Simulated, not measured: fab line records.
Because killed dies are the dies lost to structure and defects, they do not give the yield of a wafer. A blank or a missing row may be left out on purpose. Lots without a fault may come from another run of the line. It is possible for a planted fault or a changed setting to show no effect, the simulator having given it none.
Chamber matching    flow n5 finfet    N5_FIN_SAQP_HM_OPEN_73 on rie diel-05: 4 sister chambers
The step chemistry CHF3/O2, target SiO2, stops on a-Si, target depth 12 nm, time 16.8 s. 22 wafers are shown with their chamber, then 11 later ones without.

EACH WAFER AND ITS CHAMBER
wafer   chamber  drypump motor current A (A)  rf vpp V (V)  throttle valve pct (%)
L074.2  3        6.3                          526           18.76
L074.3  1        5.7                          533           18.88
L074.6  1        5.7                          534           18.88
L076.1  3        6.3                          525           18.76
L076.2  0        5.9                          537           18.90
L076.5  1        5.7                          533           18.88
L077.2  0        5.9                          534           18.89
L077.4  3        6.3                          525           18.76
L077.5  2        5.3                          530           18.74
L082.1  2        5.3                          529           18.77
L082.2  3        6.3                          526           18.78
L082.4  1        5.7                          533           18.92
L086.1  3        6.3                          526           18.81
L086.4  0        5.9                          534           18.93
L086.5  0        5.9                          535           18.94
L087.1  0        5.9                          535           18.94
L087.5  0        5.9                          535           18.95
L087.6  1        5.7                          532           18.92
L088.1  1        5.7                          532           18.93
L088.2  0        5.9                          536           18.94
L088.4  2        5.3                          528           18.78
L091.1  3        6.4                          526           18.80

SIGNATURES, as means of the wafers listed above
reading                  chamber 0  chamber 1  chamber 2  chamber 3  scatter within a chamber
drypump motor current A  5.900      5.700      5.300      6.317      0.0215
rf vpp V                 535.14     532.83     529.00     525.67     0.851
throttle valve pct       18.9271    18.9017    18.7633    18.7783    0.0228
Rule: for each reading, subtract the chamber's mean from the wafer's reading, divide by that reading's scatter and square the result; add these up over the readings and take the root, which gives the wafer's distance from the chamber. The wafer belongs to the nearest chamber; if the next one is less than 2 further off, it can't be placed. The scatter is the square root of a quotient: the sum, over the shown wafers, of each reading's squared deviation from its chamber's mean, divided by wafers minus chambers.

WAFERS WHOSE CHAMBER IS MISSING
wafer   drypump motor current A (A)  rf vpp V (V)  throttle valve pct (%)
L091.2  5.3                          529           18.78
L091.4  5.9                          536           18.94
L092.3  5.3                          530           18.78
L092.5  5.9                          537           18.94
L092.6  5.7                          533           18.94
L093.4  5.9                          535           18.97
L093.5  6.3                          525           18.83
L093.6  5.3                          530           18.80
L094.2  5.3                          530           18.78
L094.4  5.9                          535           18.96
L094.5  6.3                          525           18.82

CHAMBER TAKEN BY EACH
wafer   from the rows above  in truth
L091.2  2                    2
L091.4  0                    0
L092.3  2                    2
L092.5  0                    0
L092.6  1                    1
L093.4  0                    0
L093.5  3                    3
L093.6  2                    2
L094.2  2                    2
L094.4  0                    0
L094.5  3                    3
11 of 11 placed correctly. From these rows, 0 cannot be placed. 0 placed wrongly.
